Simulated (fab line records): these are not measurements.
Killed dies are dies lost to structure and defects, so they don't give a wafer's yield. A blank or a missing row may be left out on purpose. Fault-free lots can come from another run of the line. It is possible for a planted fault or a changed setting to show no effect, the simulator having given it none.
Matching of chambers -- flow n5-finfet -- 4 sister chambers for N5_BEOL_M8_STRIP_36 on rie-diel-05
The step strips in N2/H2. 14 wafers are shown with their chamber, then 7 later ones without.

## WAFERS WITH THEIR CHAMBER
wafer,chamber,showerhead-plenum-p-Torr (Torr),oes-product-au (a.u.),rf-vpp-V (V)
L075.3,0,2.54,0.78,58.8
L075.4,2,2.63,0.73,57.4
L075.6,2,2.63,0.73,60.6
L074.3,0,2.54,0.77,60.3
L074.5,2,2.63,0.74,61.0
L074.6,1,2.56,0.83,57.6
L078.1,2,2.63,0.73,59.6
L078.3,1,2.55,0.81,58.0
L078.6,3,2.65,0.80,58.5
L080.1,0,2.53,0.78,59.0
L080.2,3,2.65,0.80,60.6
L080.4,2,2.63,0.72,57.9
L079.1,3,2.65,0.79,59.4
L079.3,0,2.53,0.78,62.7

SIGNATURES, as means of the wafers listed above
reading,chamber 0,chamber 1,chamber 2,chamber 3,scatter within a chamber
showerhead-plenum-p-Torr,2.5350,2.5550,2.6300,2.6500,0.00387
oes-product-au,0.7775,0.8200,0.7300,0.7967,0.00736
rf-vpp-V,60.200,57.800,59.300,59.500,1.49
Rule: a wafer's distance from a chamber is the root of the sum, over the readings, of the square of ((its reading less the chamber's mean) divided by the reading's scatter). If the next closest chamber is less than 2 further off than the closest, the wafer can't be placed; otherwise it belongs to the closest. The scatter: the root of (the sum of the squares of (reading less its chamber's mean) over the shown wafers, divided by (wafers less chambers)).

## WAFERS WITHOUT THEIR CHAMBER
wafer,showerhead-plenum-p-Torr (Torr),oes-product-au (a.u.),rf-vpp-V (V)
L079.5,2.63,0.72,60.1
L086.2,2.62,0.70,55.1
L086.3,2.55,0.81,57.1
L086.5,2.55,0.80,58.6
L089.1,2.52,0.76,59.7
L089.5,2.52,0.74,57.5
L089.6,2.64,0.77,57.3

## THE CHAMBER EACH PASSED THROUGH
wafer,from the rows above,in truth
L079.5,2,2
L086.2,2,2
L086.3,1,1
L086.5,can't be placed: 1 or 0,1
L089.1,0,0
L089.5,0,0
L089.6,can't be placed: 3 or 2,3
Correct placement for 5 of the 7. From these rows, 2 cannot be placed; in 2 the true chamber is one of the candidates. Placed wrongly: 0.
